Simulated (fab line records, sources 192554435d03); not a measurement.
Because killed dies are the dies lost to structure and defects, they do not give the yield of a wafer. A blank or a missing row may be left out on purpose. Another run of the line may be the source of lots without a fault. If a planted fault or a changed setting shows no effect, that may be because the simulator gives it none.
fab line records    flow n5Finfet
record lots=6  wafers=16  lastDay=18
route steps=1938 shown BEOL_M1@767 BEOL_M4@1111 PASSIVATION@1936
lots untouched by any fault: they come from a run of this same line in which no faults occurred
startH: hours from the record's opening day to when the first of the lot's shown wafers began    waitH: hours from the lot's prior step to this one    " repeats the value in the row above    L1.1+2: a row that stands for several wafers    - no value, or no start was given    * or withheld: withheld    < > ~ a bound
route shown NAME@n: names a module that has steps shown in the file, with the first one's number in the route    usual: mean/standard deviation of fault-free wafers    same: alike in all rows    chamber/n: place in a boat    sites: the reading at each site    _std_site: how widely they spread, as a standard deviation    _edge_site: outer sites' mean less inner sites'    radiusMm: how far each site lies from the wafer's centre    mask NAME#n: copy n    behind: the tool/chamber that last shaped the wafer    hold: what put the lot on hold/how long, in hours/how the hold closed    device: which transistor (n, p or np) failed to switch    end of line: tests run on the same wafers once the route is complete    a step without rows: its recipe alone    killed: count of dies lost to structure and defects at first sort (not the wafer's yield)    map: dies across one wafer; x = killed, . = not, _ = none there
set.NAME: the setting that was run; set.NAME@STEP: the one run at that earlier step    model.NAME: the simulator's own value behind a step, which no gauge read
a table for each step, a row for each wafer; lots at some steps of the route
services: from which hour (startH, from the record's first day; less than 0 if before it) a tool's chamber was out of use, for how many hours, and why
## steps
# step N5_BEOL_M1_DESCUM_16
# recipe chemistry=O2  timeS=7  sourcePowerW=50  biasPowerW=20  pressureMtorr=20  rfFrequencyHz=2.712e+07  tempC=40  resist=CAR-EUV  o2FlowSccm=225
# step N5_BEOL_M1_ETCH_74
# recipe chemistry=N2/H2  target=underlayer  targetDepthA=65  maskMaterial=CAR-EUV  timeS=5.2  ionEnergyEv=200  pressureMtorr=30  sourceW=840  biasW=150  n2FlowSccm=200  h2FlowSccm=200  ends=cleared
# usual drypumpMotorCurrentA=5.6/0.4  etchRfOnTimeS=5.23/0.12  h2FlowSccm=199.9/0.57  n2FlowSccm=200.1/0.64  oesProductAu=0.69/0.072  rfVppV=524/3.2  showerheadPlenumPTorr=2.57/0.11  throttleValvePct=17.89/0.27
lot.wafer  tool        chamber  startH  waitH  drypumpMotorCurrentA  etchRfOnTimeS  h2FlowSccm  n2FlowSccm  oesProductAu  rfHoursCounterH  rfVppV  showerheadPlenumPTorr  throttleValvePct
L632.3     rieDiel-06  0        154.17  0.0    5.9                   5.13           199.8       200.6       0.79          15               527     2.73                   18.08
L632.5     "           3        "       "      5.6                   5.34           200.2       199.3       0.72          -                528     2.70                   17.70
L632.6     "           1        "       "      5.0                   5.03           199.8       200.0       0.80          -                531     2.71                   17.24
L637.1     rieDiel-05  2        198.46  0.0    4.8                   5.39           199.6       199.3       0.64          114              522     2.58                   18.18
L637.3     "           3        "       "      5.2                   5.29           200.8       199.1       0.61          221              523     2.40                   18.00
L637.4     "           0        "       "      5.9                   5.29           199.9       199.9       0.75          39               523     2.49                   17.73
L640.1     rieDiel-05  0        198.71  0.0    5.9                   5.24           200.3       200.5       0.74          39               522     2.50                   17.76
L640.4     "           2        "       "      4.8                   5.36           200.1       200.8       0.65          114              524     2.57                   18.17
L640.5     "           2        "       "      4.8                   5.31           199.5       199.3       0.64          -                524     2.57                   18.18
L643.4     rieDiel-05  2        215.23  0.0    4.9                   5.42           199.0       200.6       0.64          119              524     2.57                   18.22
L643.5     "           1        "       "      5.4                   5.44           200.9       199.8       0.64          -                520     2.46                   18.10
L643.6     "           2        "       "      4.9                   5.39           198.6       198.4       0.65          -                524     2.57                   18.21
L648.3     rieDiel-04  1        247.95  0.0    6.0                   5.29           200.1       200.6       0.60          232              525     2.61                   17.82
L648.5     "           2        "       "      5.7                   5.26           200.0       199.3       0.59          -                521     2.41                   18.16
L650.3     rieDiel-04  2        273.59  0.0    5.6                   5.26           199.9       199.7       0.58          232              518     2.41                   18.17
L650.6     "           0        "       "      6.3                   5.19           200.5       201.2       0.69          -                526     2.56                   18.01
# step N5_BEOL_M1_ETCH_63
# recipe chemistry=CF4  target=SiARC  targetDepthA=156  maskMaterial=CAR-EUV  timeS=26  ionEnergyEv=80  pressureMtorr=40  sourceW=545  biasW=36  Ar_flow_sccm=100  cf4FlowSccm=100  ends=cleared
# step N5_BEOL_M1_ETCH_64
# recipe chemistry=N2/H2  target=SOC  targetDepthA=750  overetchA=150  maskMaterial=SiARC  tempC=40  timeS=112.5  ionEnergyEv=200  pressureMtorr=30  sourceW=840  biasW=150  n2FlowSccm=200  h2FlowSccm=200
# usual drypumpMotorCurrentA=5.6/0.41  h2FlowSccm=200.0/0.56  n2FlowSccm=199.9/0.58  oesProductAu=0.64/0.063  rfVppV=525/3.1  showerheadPlenumPTorr=2.57/0.11  throttleValvePct=17.86/0.27
lot.wafer  tool        chamber  startH  waitH  drypumpMotorCurrentA  h2FlowSccm  n2FlowSccm  oesProductAu  rfHoursCounterH  rfVppV  showerheadPlenumPTorr  throttleValvePct
L632.3     rieDiel-06  0        154.21  0.0    5.9                   200.2       200.5       0.72          15               528     2.73                   18.02
L632.5     "           3        "       "      5.6                   200.5       200.7       0.69          -                528     2.70                   17.67
L632.6     "           1        "       "      5.0                   199.4       200.0       0.72          -                530     2.71                   17.20
L637.1     rieDiel-05  2        198.51  0.0    4.9                   200.2       200.6       0.61          114              524     2.58                   18.16
L637.3     "           3        "       "      5.2                   200.3       200.6       0.56          221              521     2.40                   17.95
L637.4     "           0        "       "      5.9                   199.7       199.9       0.70          39               522     2.49                   17.71
L640.1     rieDiel-05  0        198.75  0.0    5.9                   200.0       199.0       0.70          39               522     2.49                   17.72
L640.4     "           2        "       "      4.9                   200.6       200.1       0.62          114              524     2.57                   18.16
L640.5     "           2        "       "      4.9                   199.8       200.2       0.61          -                524     2.58                   18.15
L643.4     rieDiel-05  2        215.28  0.0    4.9                   199.2       200.0       0.61          119              525     2.57                   18.15
L643.5     "           1        "       "      5.5                   200.1       200.3       0.61          -                521     2.46                   18.06
L643.6     "           2        "       "      4.9                   200.0       199.2       0.60          -                526     2.57                   18.15
L648.3     rieDiel-04  1        248.00  0.0    6.0                   200.1       200.3       0.55          232              527     2.61                   17.79
L648.5     "           2        "       "      5.7                   200.8       199.9       0.55          -                520     2.41                   18.12
L650.3     rieDiel-04  2        273.63  0.0    5.7                   199.3       200.4       0.55          232              520     2.41                   18.13
L650.6     "           0        "       "      6.3                   198.9       200.0       0.65          -                525     2.56                   17.98
# step N5_BEOL_M1_STRIP_65
# recipe chemistry=N2/H2  tempC=40  n2FlowSccm=200  h2FlowSccm=200  rfFrequencyHz=6e+07
# step N5_BEOL_M1_STRIP_75
# recipe chemistry=N2/H2  tempC=40  n2FlowSccm=200  h2FlowSccm=200  rfFrequencyHz=6e+07
# step N5_BEOL_M1_STRIP_66
# recipe chemistry=CF4  resist=SiARC  powerW=300  biasPowerW=75  pressureMtorr=50  cf4FlowSccm=150  rfFrequencyHz=6e+07
# usual drypumpMotorCurrentA=5.6/0.41  oesProductAu=0.80/0.079  rfVppV=271.4/1.7  showerheadPlenumPTorr=1.82/0.075  throttleValvePct=13.61/0.28
lot.wafer  tool        chamber  startH  waitH  drypumpMotorCurrentA  oesProductAu  rfHoursCounterH  rfVppV  showerheadPlenumPTorr  throttleValvePct
L632.3     rieDiel-06  0        154.34  0.0    5.9                   0.90          15               272.9   1.91                   13.61
L632.5     "           3        "       "      5.6                   0.84          -                271.9   1.90                   13.44
L632.6     "           1        "       "      5.0                   0.91          -                273.6   1.91                   13.02
L637.1     rieDiel-05  2        198.63  0.0    4.9                   0.76          114              270.8   1.82                   13.89
L637.3     "           3        "       "      5.1                   0.71          221              268.0   1.71                   13.83
L637.4     "           0        "       "      5.9                   0.89          39               269.5   1.75                   13.37
L640.1     rieDiel-05  0        198.88  0.0    5.9                   0.88          39               271.4   1.75                   13.41
L640.4     "           2        "       "      4.9                   0.76          114              270.6   1.82                   13.89
L640.5     "           2        "       "      4.9                   0.76          -                271.3   1.82                   13.88
L643.4     rieDiel-05  2        215.41  0.0    4.9                   0.76          119              271.1   1.82                   13.89
L643.5     "           1        "       "      5.5                   0.76          -                270.1   1.72                   13.67
L643.6     "           2        "       "      4.9                   0.76          -                271.4   1.82                   13.90
L648.3     rieDiel-04  1        248.13  0.0    6.0                   0.69          232              272.7   1.86                   13.80
L648.5     "           2        "       "      5.7                   0.68          -                270.0   1.70                   13.91
L650.3     rieDiel-04  2        273.76  0.0    5.6                   0.69          232              269.7   1.70                   13.93
L650.6     "           0        "       "      6.3                   0.80          -                270.8   1.80                   13.75
# step N5_BEOL_M1_HM_OPEN_17
# recipe chemistry=Cl2/BCl3  targetDepthA=200  overetchA=60  target=TiN  maskMaterial=SOC  ionEnergyEv=150  pressureMtorr=10  icpW=1000  biasW=126  Cl2_flow_sccm=53.25  bcl3FlowSccm=21.75  Ar_flow_sccm=25
# usual bcl3FlowSccm=21.75/0.066  drypumpMotorCurrentA=6.0/0.45  oesProductAu=0.66/0.067  throttleValvePct=22.17/0.21
lot.wafer  tool         chamber  startH  waitH  bcl3FlowSccm  drypumpMotorCurrentA  oesProductAu  rfHoursCounterH  throttleValvePct
L632.3     rieMetal-03  0        154.41  0.1    21.64         5.9                   0.69          -                22.50
L632.5     "            1        "       "      21.75         6.7                   0.72          -                22.20
L632.6     "            0        "       "      21.83         5.8                   0.70          -                22.50
L637.1     rieMetal-01  1        198.67  0.0    21.85         5.9                   0.53          104              22.33
L637.3     "            1        "       "      21.92         5.9                   0.54          -                22.32
L637.4     "            0        "       "      21.75         4.9                   0.61          -                22.03
L640.1     rieMetal-02  1        198.93  0.0    21.74         6.1                   0.67          39               21.95
L640.4     "            1        "       "      21.67         6.0                   0.66          -                21.98
L640.5     "            1        "       "      21.70         6.1                   0.66          -                21.95
L643.4     rieMetal-03  0        215.48  0.1    21.81         5.8                   0.68          -                22.50
L643.5     "            1        "       "      21.73         6.7                   0.70          -                22.20
L643.6     "            0        "       "      21.84         5.9                   0.68          -                22.52
L648.3     rieMetal-03  0        248.20  0.1    21.84         5.9                   0.68          -                22.54
L648.5     "            0        "       "      21.77         5.9                   0.68          -                22.53
L650.3     rieMetal-02  1        273.83  0.1    21.64         6.1                   0.65          -                21.97
L650.6     "            1        "       "      21.70         6.1                   0.63          -                22.00
# step N5_BEOL_M1_STRIP_19
# recipe chemistry=O2  powerW=400  tempC=40  pressureMtorr=30  rfFrequencyHz=6e+07  biasPowerW=0  overashFraction=0.2  o2FlowSccm=225
# usual drypumpMotorCurrentA=5.6/0.41  oesProductAu=0.81/0.086  rfVppV=3.7/0.46  showerheadPlenumPTorr=2.11/0.095  throttleValvePct=16.69/0.26
lot.wafer  tool        chamber  startH  waitH  drypumpMotorCurrentA  oesProductAu  rfHoursCounterH  rfVppV  showerheadPlenumPTorr  throttleValvePct
L632.3     rieDiel-06  0        154.49  0.1    5.9                   0.92          15               3.9     2.22                   16.64
L632.5     "           3        "       "      5.6                   0.87          -                3.3     2.21                   16.48
L632.6     "           1        "       "      5.0                   0.93          -                3.6     2.24                   16.13
L637.1     rieDiel-06  1        198.78  0.1    5.0                   0.88          20               2.9     2.24                   16.15
L637.3     "           0        "       "      5.9                   0.89          27               2.9     2.21                   16.66
L637.4     "           3        "       "      5.6                   0.84          66               3.0     2.21                   16.47
L640.1     rieDiel-04  1        199.13  0.2    6.0                   0.71          218              4.0     2.18                   16.82
L640.4     "           2        "       "      5.6                   0.70          211              4.5     1.97                   16.90
L640.5     "           1        "       "      6.0                   0.71          -                3.0     2.18                   16.83
L643.4     rieDiel-05  2        215.56  0.1    4.9                   0.77          119              3.5     2.11                   16.92
L643.5     "           1        "       "      5.4                   0.76          -                4.4     1.99                   16.63
L643.6     "           0        "       "      5.9                   0.88          -                3.5     2.06                   16.64
L648.3     rieDiel-06  3        248.34  0.1    5.6                   0.82          78               3.6     2.21                   16.52
L648.5     "           1        "       "      5.0                   0.88          -                3.2     2.23                   16.19
L650.3     rieDiel-04  1        273.91  0.1    6.0                   0.70          239              4.4     2.18                   16.87
L650.6     "           3        "       "      5.8                   0.69          -                4.4     2.18                   17.20
# step N5_BEOL_M1_CD_MEAS_18
# recipe pitchNm=36  targetCdNm=18
# usual cdNm=18.0/0.34
lot.wafer  tool      chamber  startH  waitH  cdNm
L632.3     cdSem-03  -        154.56  0.1    18.0
L632.5     "         -        "       "      18.0
L632.6     "         -        "       "      18.1
L637.1     cdSem-01  -        198.85  0.0    18.2
L637.3     "         -        "       "      17.8
L637.4     "         -        "       "      17.6
L640.1     cdSem-02  -        199.20  0.0    18.5
L640.4     "         -        "       "      18.5
L640.5     "         -        "       "      18.5
L643.4     cdSem-02  -        215.63  0.1    18.3
L643.5     "         -        "       "      17.9
L643.6     "         -        "       "      18.3
L648.3     cdSem-01  -        248.42  0.1    17.6
L648.5     "         -        "       "      17.6
L650.3     cdSem-03  -        273.99  0.1    17.6
L650.6     "         -        "       "      17.8
# step N5_BEOL_M1_COAT_67
# recipe resist=SOC  tempC=250  timeS=60  spinRpm=1500  resistThkNm=60
# step N5_BEOL_M1_COAT_68
# recipe resist=SiARC  tempC=220  timeS=60  spinRpm=1500  resistThkNm=12
# step N5_BEOL_M1_COAT_76
# recipe resist=underlayer  tempC=205  timeS=60  spinRpm=1500  resistThkNm=5
# usual heaterPowerTotalW=391.8/1.3  plateTempC=205.02/0.16  runLengthS=66.05/0.16
lot.wafer  tool           chamber  startH  waitH  heaterPowerTotalW  plateTempC  runLengthS
L632.3     lithoTrack-01  0        154.60  -      393.5              204.92      66.23
L632.5     "              0        "       "      393.7              204.81      65.99
L632.6     "              0        "       "      389.8              204.95      66.19
L637.1     lithoTrack-01  0        198.90  -      393.2              205.12      66.17
L637.3     "              0        "       "      392.9              204.97      66.36
L637.4     "              0        "       "      391.2              204.93      66.03
L640.1     lithoTrack-04  0        199.24  -      391.8              204.94      66.03
L640.4     "              0        "       "      392.7              205.20      65.78
L640.5     "              0        "       "      391.5              204.97      65.90
L643.4     lithoTrack-01  0        215.67  -      393.1              205.01      66.22
L643.5     "              0        "       "      390.2              204.93      66.11
L643.6     "              0        "       "      391.0              204.82      65.98
L648.3     lithoTrack-01  0        248.45  -      392.2              204.88      69.46
L648.5     "              0        "       "      391.5              204.77      66.17
L650.3     lithoTrack-01  0        274.03  -      393.2              205.12      69.73
L650.6     "              0        "       "      391.9              205.07      66.00
# step N5_BEOL_M1_COAT_22
# recipe resist=CAR-EUV  spinRpm=1500  resistThkNm=30
# step N5_BEOL_M4_RC_MEAS_101
# usual DIBL_N=36.2/1.5  DIBL_P=36.4/2.1  IOFF_N=0.16/0.031  IOFF_P=0.21/0.037  ION_N=679/11  ION_P=465/7.7  SS_N=71.4/0.55  SS_P=73.2/0.63  VT_N=249/3.3  VT_P=-250/3.4
lot.wafer  tool       chamber  startH  waitH  DIBL_N[mV/V]  DIBL_P[mV/V]  IOFF_N[nA/um]  IOFF_P[nA/um]  ION_N[uA/um]  ION_P[uA/um]  SS_N[mV/dec]  SS_P[mV/dec]  VT_N[mV]  VT_P[mV]
L632.3     prober-01  0        194.38  0.3    34.3          33.6          0.15           0.21           678           467           70.9          73.4          250       -246
L632.5     "          0        "       "      37.0          36.4          0.20           0.26           691           475           71.7          73.5          245       -244
L632.6     "          0        "       "      35.7          35.1          0.17           0.23           691           470           71.2          73.9          248       -247
L637.1     prober-01  0        240.40  0.0    37.7          35.9          0.15           0.16           669           451           71.1          73.7          251       -258
L637.3     "          0        "       "      36.6          35.8          0.13           0.16           680           458           72.0          73.1          252       -260
L637.4     "          0        "       "      38.2          38.6          0.18           0.20           677           463           71.6          73.9          247       -255
L640.1     prober-02  0        247.09  0.0    37.2          38.1          0.19           0.26           698           483           72.1          73.5          248       -248
L640.4     "          0        "       "      35.4          35.7          0.14           0.22           665           466           71.4          73.3          252       -248
L640.5     "          0        "       "      37.9          38.8          0.20           0.27           699           490           71.7          74.4          246       -246
L643.4     prober-02  0        258.80  0.5    34.1          34.3          0.14           0.18           687           463           70.2          72.9          249       -253
L643.5     "          0        "       "      35.4          36.4          0.17           0.22           691           470           71.6          73.1          246       -249
L643.6     "          0        "       "      36.7          37.5          0.19           0.23           684           460           71.6          73.4          247       -250
L648.3     prober-01  0        285.43  0.3    36.0          34.8          0.14           0.22           679           472           71.7          73.5          251       -248
L648.5     "          0        "       "      34.3          33.2          0.13           0.19           671           472           70.9          72.1          253       -252
L650.3     prober-01  0        315.76  0.3    34.8          35.7          0.13           0.19           672           464           71.1          72.4          250       -248
L650.6     "          0        "       "      37.4          39.2          0.19           0.25           690           466           71.5          73.7          246       -248
# step N5_PASSIVATION_PROBE_49
# usual defectLimitedYield=91.3/1.3  killed_at_M0_to_M3=36/12  killed_at_M4_up=13/4.6  killedAtContacts=13/5.4  killedAtFrontEnd=37/10  killedAtOther=3.6/2.9  killedDies=102/15  killedOpen=67/12  killedShort=33/7.5  sort_bin_5_function=5.1/0.93  sort_bin_6_memory=3.2/0.62  sortNPass=1078/15  sortYieldPct=91.3/1.3
# same grossDies=1180  killedAtBackSide=0  sort_bin_4_leakage[%]=0  sort_bin_8_speed[%]=0
lot.wafer  tool       chamber  startH  waitH  defectLimitedYield[%]  killed_at_M0_to_M3  killed_at_M4_up  killedAtContacts  killedAtFrontEnd  killedAtOther  killedDies  killedOpen  killedShort  sort_bin_5_function[%]  sort_bin_6_memory[%]  sortNPass  sortYieldPct[%]
L632.3     prober-02  -        302.97  0.1    91.5                   30                  14               15                39                2              100         59          40           4.6                     3.6                   1080       91.5
L632.5     prober-02  -        303.07  0.2    91.7                   28                  15               9                 33                13             98          64          31           6.0                     1.9                   1082       91.7
L632.6     prober-02  -        303.12  0.3    92.1                   32                  9                3                 45                4              93          57          34           4.0                     3.7                   1087       92.1
L637.1     prober-01  -        351.63  0.0    91.9                   44                  11               16                24                1              96          54          42           5.0                     3.1                   1084       91.9
L637.3     prober-01  -        351.73  0.1    91.9                   24                  13               11                46                2              96          65          29           4.2                     3.6                   1084       91.9
L637.4     prober-01  -        351.78  0.2    91.8                   13                  7                24                51                2              97          62          35           4.1                     3.6                   1083       91.8
L640.1     prober-02  -        354.40  0.0    90.7                   36                  17               7                 50                0              110         75          34           5.7                     3.2                   1070       90.7
L640.4     prober-02  -        354.55  0.2    91.7                   27                  17               9                 39                6              98          59          39           4.7                     3.0                   1082       91.7
L640.5     prober-02  -        354.60  0.2    92.7                   15                  19               11                38                3              86          60          25           4.3                     2.9                   1094       92.7
L643.4     prober-01  -        365.47  0.2    91.1                   32                  20               12                39                2              105         75          28           5.8                     2.7                   1075       91.1
L643.5     prober-01  -        365.52  0.2    90.8                   42                  17               10                33                6              108         65          41           6.1                     2.6                   1072       90.8
L643.6     prober-01  -        365.57  0.3    92.5                   34                  12               6                 36                1              89          56          31           4.4                     2.9                   1091       92.5
L648.3     prober-01  -        400.32  0.1    90.9                   38                  5                29                32                3              107         74          31           5.5                     3.1                   1073       90.9
L648.5     prober-01  -        400.42  0.2    90.4                   38                  14               21                38                2              113         65          34           5.3                     3.0                   1067       90.4
L650.3     prober-01  -        424.20  0.1    85.8                   94                  19               14                40                1              168         109         57           7.8                     6.1                   1012       85.8
L650.6     prober-01  -        424.35  0.3    90.1                   37                  17               6                 53                4              117         75          42           6.4                     2.9                   1063       90.1
# killed by level:class
L632.3 MOL_CONTACT_COAG:geometricParticle:open=14 FIN_SAQP:geometricParticle:short=11 BEOL_M0:geometricParticle:open=8 STI_FIN_REVEAL:geometricParticle:open=6 BEOL_M0_SAQP:geometricParticle:open=5 GATE_CUT:geometricParticle:open=5 GATE_CUT:geometricParticle:short=5 BEOL_M2:geometricParticle:open=5
L632.5 FIN_SAQP:geometricParticle:open=12 MOL_CONTACT_COAG:geometricParticle:open=8 BEOL_M3:geometricParticle:short=6 BEOL_M2:geometricParticle:open=5 BEOL_M0_SAQP:geometricParticle:open=4 BEOL_M0_SAQP:geometricParticle:short=4 BEOL_M4:geometricParticle:open=4 BEOL_M8:geometricParticle:open=4
L632.6 STI_FIN_REVEAL:geometricParticle:open=16 BEOL_M1:geometricParticle:open=8 STI_FIN_REVEAL:geometricParticle:short=6 FIN_SAQP:geometricParticle:short=5 BEOL_M2:geometricParticle:open=5 STARTING-WAFER:geometricParticle:open=5 FIN_SAQP:geometricParticle:open=4 BEOL_M0_SAQP:geometricParticle:open=4
L637.1 BEOL_M0_SAQP:geometricParticle:short=15 MOL_CONTACT_COAG:geometricParticle:open=13 BEOL_M0_SAQP:geometricParticle:open=13 FIN_SAQP:geometricParticle:short=9 BEOL_M2:geometricParticle:open=8 GATE_CUT:geometricParticle:short=4 MOL_CONTACT_COAG:geometricParticle:short=3 STARTING-WAFER:geometricParticle:open=3
L637.3 STI_FIN_REVEAL:geometricParticle:open=13 FIN_SAQP:geometricParticle:open=10 BEOL_M0_SAQP:geometricParticle:short=10 MOL_CONTACT_COAG:geometricParticle:open=9 DUMMY_GATE:geometricParticle:open=6 BEOL_M0_SAQP:geometricParticle:open=5 BEOL_M1:geometricParticle:open=4 BEOL_M4:geometricParticle:open=4
L637.4 MOL_CONTACT_COAG:geometricParticle:open=20 FIN_SAQP:geometricParticle:short=14 FIN_SAQP:geometricParticle:open=10 DUMMY_GATE:geometricParticle:open=7 BEOL_M2:geometricParticle:open=6 STARTING-WAFER:geometricParticle:open=6 GATE_CUT:geometricParticle:short=4 MOL_CONTACT_COAG:geometricParticle:short=4
L640.1 STI_FIN_REVEAL:geometricParticle:open=14 BEOL_M0_SAQP:geometricParticle:open=11 FIN_SAQP:geometricParticle:short=9 BEOL_M2:geometricParticle:open=8 FIN_SAQP:geometricParticle:open=7 MOL_CONTACT_COAG:geometricParticle:open=7 BEOL_M0_SAQP:geometricParticle:short=7 STI_FIN_REVEAL:geometricParticle:short=6
L640.4 STI_FIN_REVEAL:geometricParticle:open=10 MOL_CONTACT_COAG:geometricParticle:open=8 BEOL_M4:geometricParticle:open=7 BEOL_M1:geometricParticle:open=6 BEOL_M2:geometricParticle:short=6 FIN_SAQP:geometricParticle:short=5 GATE_CUT:geometricParticle:short=5 BEOL_M0_SAQP:geometricParticle:short=5
L640.5 FIN_SAQP:geometricParticle:short=12 MOL_CONTACT_COAG:geometricParticle:open=11 BEOL_M4:geometricParticle:open=11 BEOL_M1:geometricParticle:open=8 STI_FIN_REVEAL:geometricParticle:open=6 FIN_SAQP:geometricParticle:open=5 GATE_CUT:geometricParticle:open=3 BEOL_M0_SAQP:geometricParticle:open=3
L643.4 BEOL_M4:geometricParticle:open=10 STI_FIN_REVEAL:geometricParticle:open=10 MOL_CONTACT_COAG:geometricParticle:open=8 BEOL_M1:geometricParticle:open=7 GATE_CUT:geometricParticle:short=6 BEOL_M3:geometricParticle:open=6 DUMMY_GATE:geometricParticle:open=5 BEOL_M2:geometricParticle:open=5
L643.5 BEOL_M0_SAQP:geometricParticle:short=12 MOL_CONTACT_COAG:geometricParticle:open=9 BEOL_M0_SAQP:geometricParticle:open=9 STI_FIN_REVEAL:geometricParticle:open=8 GATE_CUT:geometricParticle:short=6 BEOL_M2:geometricParticle:open=6 GATE_CUT:geometricParticle:open=4 MIM_TOP:geometricParticle:short=4
L643.6 STI_FIN_REVEAL:geometricParticle:open=8 BEOL_M2:geometricParticle:open=7 BEOL_M3:geometricParticle:open=7 BEOL_M4:geometricParticle:open=7 BEOL_M0:geometricParticle:open=6 GATE_CUT:geometricParticle:short=5 FIN_SAQP:geometricParticle:short=4 GATE_CUT:geometricParticle:open=4
L648.3 MOL_CONTACT_COAG:geometricParticle:open=22 BEOL_M0_SAQP:geometricParticle:open=16 FIN_SAQP:geometricParticle:open=10 BEOL_M0_SAQP:geometricParticle:short=7 MOL_CONTACT_COAG:geometricParticle:short=7 FIN_SAQP:geometricParticle:short=5 BEOL_M3:geometricParticle:open=5 GATE_CUT:geometricParticle:short=4
L648.5 MOL_CONTACT_COAG:geometricParticle:open=15 BEOL_M3:geometricParticle:open=12 HKMG_FIN:areaEtch=12 BEOL_M0_SAQP:geometricParticle:short=11 BEOL_M0_SAQP:geometricParticle:open=7 MOL_CONTACT_COAG:geometricParticle:short=6 DUMMY_GATE:geometricParticle:open=4 GATE_CUT:geometricParticle:short=4
L650.3 BEOL_M3:geometricParticle:open=24 BEOL_M0_SAQP:geometricParticle:open=16 BEOL_M2:geometricParticle:open=15 BEOL_M0_SAQP:geometricParticle:short=14 FIN_SAQP:geometricParticle:open=13 MOL_CONTACT_COAG:geometricParticle:open=11 FIN_SAQP:geometricParticle:short=9 BEOL_M1:geometricParticle:open=9
L650.6 BEOL_M3:geometricParticle:open=14 GATE_CUT:geometricParticle:short=12 FIN_SAQP:geometricParticle:open=10 BEOL_M2:geometricParticle:open=7 STARTING-WAFER:geometricParticle:open=6 FIN_SAQP:geometricParticle:short=5 STI_FIN_REVEAL:geometricParticle:open=5 GATE_CUT:geometricParticle:open=5
## services
tool         chamber  startH  hours  kind
rieDiel-06   2        142.38  -      clean
rieDiel-06   2        142.38  -      consumableReplace:focusRing
rieDiel-06   2        142.38  12.8   scheduledDown
rieDiel-06   2        142.38  12.8   ventCycle
rieMetal-02  0        175.69  26.6   repair
rieMetal-02  0        202.30  -      clean
rieMetal-02  0        202.30  28.8   scheduledDown
rieMetal-02  0        202.30  28.8   ventCycle
rieMetal-01  -        222.61  0.1    repair
rieDiel-06   1        231.72  4.9    repair
rieMetal-01  -        271.59  2.8    pm
## key
firstSign step=N5_BEOL_M1_COAT_76  reading=runLengthS  direction=up  sigmas=23  usual=*  struck=*
effect none on later readings
metAt N5_BEOL_M1_COAT_76
struckWafers L648.3,L650.3
baselineLoss step=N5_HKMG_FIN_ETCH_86  wafers=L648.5
onsetBetween 215.67 248.45
fault kind=processParameterDrift  tool=lithoTrack-01  chamber=-  onsetH=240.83  steps=N5_BEOL_M1_COAT_76  channel=timeS  offset=*  shape=step  endH=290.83  scope=struckWafersOnly  actsIn=*  stated=*
# baselineLoss: these wafers lose ten dies or more at that step, a loss of the line's own and not of a fault; the sort's usual values leave them out
